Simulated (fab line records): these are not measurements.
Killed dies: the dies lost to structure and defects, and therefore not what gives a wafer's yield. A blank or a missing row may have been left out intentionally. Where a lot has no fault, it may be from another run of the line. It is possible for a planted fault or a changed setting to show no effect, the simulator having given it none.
Which tool did it? / flow n5-finfet / 11 lots with 31 wafers sampled at 4 steps, on a route of 1938 steps

== WHAT EACH GAUGE READ, for each wafer ==
N5_BEOL_M4_RC_MEAS_101.
lot=L365; measured=day 7 21:28; on=prober-02; DIBL_N (mV/V)=39.4 37.9 40.5; DIBL_P (mV/V)=39.7 38.3 40.5; IOFF_N (nA/um)=0.20 0.16 0.22; IOFF_P (nA/um)=0.27 0.24 0.30; ION_N (uA/um)=685 692 695; ION_P (uA/um)=474 480 473; SS_N (mV/dec)=72.3 71.5 71.9; SS_P (mV/dec)=73.8 72.9 74.1; VT_N (mV)=249 249 247; VT_P (mV)=-244 -249 -245
lot=L366; measured=day 7 18:56; on=prober-02; DIBL_N (mV/V)=32.4 30.5 37.0; DIBL_P (mV/V)=31.4 28.2 37.0; IOFF_N (nA/um)=0.10 0.07 0.18; IOFF_P (nA/um)=0.13 0.10 0.20; ION_N (uA/um)=667 649 678; ION_P (uA/um)=456 448 463; SS_N (mV/dec)=69.5 69.5 71.2; SS_P (mV/dec)=71.9 70.9 73.7; VT_N (mV)=254 261 249; VT_P (mV)=-258 -261 -252
lot=L367; measured=day 7 21:52; on=prober-01; DIBL_N (mV/V)=34.6 32.8 31.4; DIBL_P (mV/V)=37.3 36.1 34.6; IOFF_N (nA/um)=0.13 0.12 0.10; IOFF_P (nA/um)=0.16 0.15 0.14; ION_N (uA/um)=646 677 658; ION_P (uA/um)=439 470 457; SS_N (mV/dec)=71.7 71.7 70.6; SS_P (mV/dec)=73.4 72.2 72.7; VT_N (mV)=258 253 255; VT_P (mV)=-258 -257 -258
lot=L368; measured=day 8 10:56; on=prober-01; DIBL_N (mV/V)=36.5 37.6 35.0; DIBL_P (mV/V)=38.4 38.5 35.3; IOFF_N (nA/um)=0.18 0.20 0.13; IOFF_P (nA/um)=0.25 0.26 0.19; ION_N (uA/um)=678 701 649; ION_P (uA/um)=464 476 453; SS_N (mV/dec)=71.1 71.8 70.9; SS_P (mV/dec)=73.2 73.6 72.6; VT_N (mV)=247 245 255; VT_P (mV)=-246 -246 -250
lot=L369; measured=day 8 17:58; on=prober-01; DIBL_N (mV/V)=37.8 38.2 36.8; DIBL_P (mV/V)=36.7 37.9 35.4; IOFF_N (nA/um)=0.15 0.16 0.12; IOFF_P (nA/um)=0.17 0.20 0.16; ION_N (uA/um)=669 678 644; ION_P (uA/um)=445 464 438; SS_N (mV/dec)=72.4 71.1 72.1; SS_P (mV/dec)=73.7 74.5 73.0; VT_N (mV)=253 250 257; VT_P (mV)=-258 -256 -257
lot=L371; measured=day 10 22:53; on=prober-02; DIBL_N (mV/V)=36.6 36.7; DIBL_P (mV/V)=37.4 37.1; IOFF_N (nA/um)=0.16 0.17; IOFF_P (nA/um)=0.21 0.20; ION_N (uA/um)=689 683; ION_P (uA/um)=469 461; SS_N (mV/dec)=71.8 71.7; SS_P (mV/dec)=73.1 73.0; VT_N (mV)=249 249; VT_P (mV)=-250 -253
lot=L385; measured=day 13 06:20; on=prober-02; DIBL_N (mV/V)=37.1 35.6; DIBL_P (mV/V)=36.7 35.6; IOFF_N (nA/um)=0.18 0.15; IOFF_P (nA/um)=0.21 0.20; ION_N (uA/um)=680 657; ION_P (uA/um)=467 448; SS_N (mV/dec)=72.7 71.6; SS_P (mV/dec)=73.1 73.5; VT_N (mV)=248 252; VT_P (mV)=-250 -252
lot=L386; measured=day 13 12:28; on=prober-01; DIBL_N (mV/V)=34.8 37.0 40.3; DIBL_P (mV/V)=33.8 35.0 41.5; IOFF_N (nA/um)=0.12 0.15 0.24; IOFF_P (nA/um)=0.17 0.19 0.32; ION_N (uA/um)=681 644 707; ION_P (uA/um)=468 444 482; SS_N (mV/dec)=71.7 71.8 72.2; SS_P (mV/dec)=72.6 72.1 73.8; VT_N (mV)=251 253 243; VT_P (mV)=-254 -253 -244
lot=L387; measured=day 13 21:27; on=prober-02; DIBL_N (mV/V)=35.4 33.3 34.5; DIBL_P (mV/V)=35.4 32.2 34.5; IOFF_N (nA/um)=0.14 0.10 0.13; IOFF_P (nA/um)=0.22 0.17 0.21; ION_N (uA/um)=663 647 674; ION_P (uA/um)=456 452 474; SS_N (mV/dec)=70.9 70.8 71.5; SS_P (mV/dec)=73.0 72.6 72.9; VT_N (mV)=250 258 255; VT_P (mV)=-248 -251 -250
lot=L388; measured=day 14 07:34; on=prober-01; DIBL_N (mV/V)=33.8 38.3 32.8; DIBL_P (mV/V)=34.0 38.9 33.3; IOFF_N (nA/um)=0.13 0.21 0.12; IOFF_P (nA/um)=0.21 0.28 0.19; ION_N (uA/um)=661 687 688; ION_P (uA/um)=458 475 477; SS_N (mV/dec)=71.6 71.9 72.0; SS_P (mV/dec)=72.5 73.3 71.6; VT_N (mV)=253 247 253; VT_P (mV)=-248 -245 -250

N5_PASSIVATION_OVL_MEAS_66.
lot=L365; measured=day 11 09:56; on=overlay-02; PASS_OPEN_OVL (nm)=-1 1 -7
lot=L366; measured=day 10 22:20; on=overlay-01; PASS_OPEN_OVL (nm)=-2 1 -6
lot=L367; measured=day 10 23:53; on=overlay-01; PASS_OPEN_OVL (nm)=-4 2 6
lot=L368; measured=day 11 19:01; on=overlay-02; PASS_OPEN_OVL (nm)=-2 -7 -1
lot=L369; measured=day 12 07:29; on=overlay-01; PASS_OPEN_OVL (nm)=0 -1 1
lot=L371; measured=day 16 03:08; on=overlay-02; PASS_OPEN_OVL (nm)=-8 -6
lot=L385; measured=day 17 19:37; on=overlay-01; PASS_OPEN_OVL (nm)=5 -1
lot=L386; measured=day 17 19:03; on=overlay-02; PASS_OPEN_OVL (nm)=3 -5 -1
lot=L387; measured=day 18 07:53; on=overlay-01; PASS_OPEN_OVL (nm)=-6 1 4
lot=L388; measured=day 18 21:11; on=overlay-01; PASS_OPEN_OVL (nm)=9 7 11

== WHICH TOOL RAN EACH LOT (tool, then ch and the chambers of the sampled wafers, then the start) ==
lot=L365; N5_DUMMY_GATE_CVD_03=lpcvd-02 ch 1/65,1/70,1/75, day 2 14:06; N5_PASSIVATION_PECVD_35=pecvd-03 ch 1,2, day 11 09:17
lot=L366; N5_DUMMY_GATE_CVD_03=lpcvd-02 ch 1/75,1/79,1/89, day 2 19:05; N5_PASSIVATION_PECVD_35=pecvd-03 ch 1,2, day 10 21:52
lot=L367; N5_DUMMY_GATE_CVD_03=lpcvd-02 ch 0/20,0/29,0/34, day 3 01:55; N5_PASSIVATION_PECVD_35=pecvd-02 ch 0,1, day 10 23:26
lot=L368; N5_DUMMY_GATE_CVD_03=lpcvd-02 ch 1/50,1/54,1/64, day 3 07:52; N5_PASSIVATION_PECVD_35=pecvd-04 ch 0,1, day 11 18:26
lot=L369; N5_DUMMY_GATE_CVD_03=lpcvd-02 ch 1/20,1/29,1/39, day 3 14:43; N5_PASSIVATION_PECVD_35=pecvd-04 ch 0,1,2, day 12 07:01
lot=L371; N5_DUMMY_GATE_CVD_03=lpcvd-01 ch 0/50,0/54, day 4 02:32; N5_PASSIVATION_PECVD_35=pecvd-03 ch 0,2, day 16 02:34
lot=L373; N5_DUMMY_GATE_CVD_03=lpcvd-01 ch 0/109,0/114,0/90, day 4 14:55; N5_PASSIVATION_PECVD_35=-
lot=L385; N5_DUMMY_GATE_CVD_03=lpcvd-01 ch 1/90,1/95, day 7 13:16; N5_PASSIVATION_PECVD_35=pecvd-03 ch 0,2, day 17 19:02
lot=L386; N5_DUMMY_GATE_CVD_03=lpcvd-01 ch 0/70,0/84,0/89, day 7 19:29; N5_PASSIVATION_PECVD_35=pecvd-03 ch 1,2, day 17 18:35
lot=L387; N5_DUMMY_GATE_CVD_03=lpcvd-01 ch 1/100,1/109,1/95, day 8 01:30; N5_PASSIVATION_PECVD_35=pecvd-03 ch 0,1, day 18 07:17
lot=L388; N5_DUMMY_GATE_CVD_03=lpcvd-01 ch 0/45,0/50,0/59, day 8 07:42; N5_PASSIVATION_PECVD_35=pecvd-04 ch 0,1, day 18 20:35
- N5_DUMMY_GATE_CVD_03: deposits a-Si from SiH4, target thk 150 nm, time 8042 s.
- N5_PASSIVATION_PECVD_35: deposits SiNx from SiH4/NH3/N2, target thk 700 nm, time 151.3 s.

== AS READ BY THE TOOLS THEMSELVES (means over the sampled wafers that have a number; for cases with no such wafer, the mark the record gives instead) ==
N5_PASSIVATION_PECVD_35.
lot=L365; tool=pecvd-03; heater-power-w (W)=403; showerhead-plenum-p-Torr (Torr)=8.60; throttle-valve-pct (%)=28.1
lot=L366; tool=pecvd-03; heater-power-w (W)=442; showerhead-plenum-p-Torr (Torr)=8.61; throttle-valve-pct (%)=28.1
lot=L367; tool=pecvd-02; heater-power-w (W)=495; showerhead-plenum-p-Torr (Torr)=8.69; throttle-valve-pct (%)=29.4
lot=L368; tool=pecvd-04; heater-power-w (W)=390; showerhead-plenum-p-Torr (Torr)=8.73; throttle-valve-pct (%)=30.5
lot=L369; tool=pecvd-04; heater-power-w (W)=357; showerhead-plenum-p-Torr (Torr)=8.74; throttle-valve-pct (%)=29.3
lot=L371; tool=pecvd-03; heater-power-w (W)=354; showerhead-plenum-p-Torr (Torr)=8.62; throttle-valve-pct (%)=28.2
lot=L385; tool=pecvd-03; heater-power-w (W)=367; showerhead-plenum-p-Torr (Torr)=8.63; throttle-valve-pct (%)=27.9
lot=L386; tool=pecvd-03; heater-power-w (W)=357; showerhead-plenum-p-Torr (Torr)=8.67; throttle-valve-pct (%)=26.7
lot=L387; tool=pecvd-03; heater-power-w (W)=387; showerhead-plenum-p-Torr (Torr)=8.54; throttle-valve-pct (%)=27.5
lot=L388; tool=pecvd-04; heater-power-w (W)=351; showerhead-plenum-p-Torr (Torr)=8.71; throttle-valve-pct (%)=27.4

== THE ANSWER, worked out from the rows above alone ==
Rule: the usual values come from the lots themselves. Put in order of their means at a reading, lots are off if they are a third of the lots or fewer, leave a main group of 4 or more, and stand apart from it by a gap of 3 or more times the standard deviation of the main group's means; of several such gaps the widest counts. A main group whose means are all the same, to the digits that the tables above print for the reading, isn't used. A lot without any number at a reading at which 4 lots or more have one is off too. Any other lot the step has rows for is counted as sound. The gauges are gone through in route order, then the tools' own readings, and for those a lot's mean is taken as printed above. At the first step where some lot is off, the reading lying furthest off is the one used; lots without a number count as furthest.
Across all readings shown, no lot is off: no conclusion can be drawn from this.

== WHAT THE SIMULATOR HAD PUT IN ==
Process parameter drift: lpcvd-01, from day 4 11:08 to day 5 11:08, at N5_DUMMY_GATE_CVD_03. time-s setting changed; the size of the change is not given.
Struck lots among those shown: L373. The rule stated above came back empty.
